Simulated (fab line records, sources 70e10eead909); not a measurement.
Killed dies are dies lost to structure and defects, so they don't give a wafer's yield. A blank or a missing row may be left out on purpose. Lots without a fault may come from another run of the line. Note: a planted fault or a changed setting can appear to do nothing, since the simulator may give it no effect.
Problem report, 8D (eight disciplines) form, completed by code / flow nand-harc / the parts of the form that need people (team, actions taken, sign-off) are left out

## 1. THE PROBLEM
Wafers without a fault read 86.3 s, standard deviation 0.46; run-length-s at NHARC_A_CHANNEL_HOLE_D2_ETCH_38 reads a mean of 69.3 s on 4 wafers belonging to 2 lots. Measured from the usual mean, that is -37 standard deviations.
The step: etches the open film in CF4, target depth 39 nm, time 65 s.
First seen on wafer L162.1, day 20 21:34, on rie-diel-13. The record holds 18 wafers of 6 lots with a number at this step. Rule for "out" (also "out of limits"): further than 4 standard deviations from the usual mean. Any other wafer with a number is counted as sound.

## 2. WHAT IT IS, WHAT IT ISN'T
question=which readings at this step | is=run-length-s | is not=drypump-motor-current-A, mfc-ar-sccm, rf-vpp-V, showerhead-plenum-p-Torr
question=which lots | is=L162, L164 | is not=L147, L151, L165, L167
question=which wafers of those lots | is=L162.1, L162.3, L164.1, L164.3 | is not=L162.4, L164.4
question=read on which tools | is=rie-diel-13 | is not=rie-diel-07, rie-diel-08
question=when | is=from day 20 21:34 | is not=up to then (7 sound wafers); but 7 sound wafers of L164, L165, L167 came after

## 3. THE SUSPECTS, EACH WITH WHAT RULES IT OUT
Counting: a tool at a process step up to the reading stays a suspect if it ran every lot that is out. Sound lots after the first of them don't rule it out here, since some wafers of a struck lot are sound.
- rie-diel-13 at NHARC_A_CHANNEL_HOLE_D2_DESCUM_15 (chemistry O2, time 3 s): kept. It processed each lot that is out (first: L162, day 20 21:28); up to then, its last sound lot is L151 (day 16 02:19).
- rie-diel-13 at NHARC_A_CHANNEL_HOLE_D2_ETCH_38 (etches the open film in CF4, target depth 39 nm, time 65 s): kept. It processed each lot that is out (first: L162, day 20 21:34); up to then, its last sound lot is L151 (day 16 02:24). On those wafers its own readings are out: run-length-s.
Left after counting: rie-diel-13 at NHARC_A_CHANNEL_HOLE_D2_DESCUM_15, rie-diel-13 at NHARC_A_CHANNEL_HOLE_D2_ETCH_38.

## 4. THE CAUSE (what the simulator had put in)
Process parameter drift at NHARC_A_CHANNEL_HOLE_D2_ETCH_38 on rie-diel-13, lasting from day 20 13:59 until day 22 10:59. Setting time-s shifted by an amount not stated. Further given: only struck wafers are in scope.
Counting leaves 2 suspects; this tool is one of them.

## 5. SEQUENCE OF EFFECTS, ordered by route
Each row: a reading where the mean over the struck wafers with a number is more than 3 standard deviations away from the usual. Scope: only readings with a usual standard deviation given in the record; hours: median across lots of the time from each lot's start at the first step in this table that gives one to its start at this step; sigmas: change in usual standard deviations.
hours=0; step=NHARC_A_CHANNEL_HOLE_D2_ETCH_38; reading=run-length-s; usual=86.3 s; on struck wafers=69.3; change=-17.0; sigmas=-37
Its process steps:
- NHARC_A_CHANNEL_HOLE_D2_ETCH_38: etches the open film in CF4, target depth 39 nm, time 65 s.
Later measuring or inspecting steps at which every struck wafer that the step has a row for has a number for every such reading, and none has moved that far: NHARC_END_SORT_01.

## 6. WHAT WOULD HAVE CAUGHT IT SOONER
First out-of-limits reading in this record: day 20 21:34, which is 8 hours after fault onset at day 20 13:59.
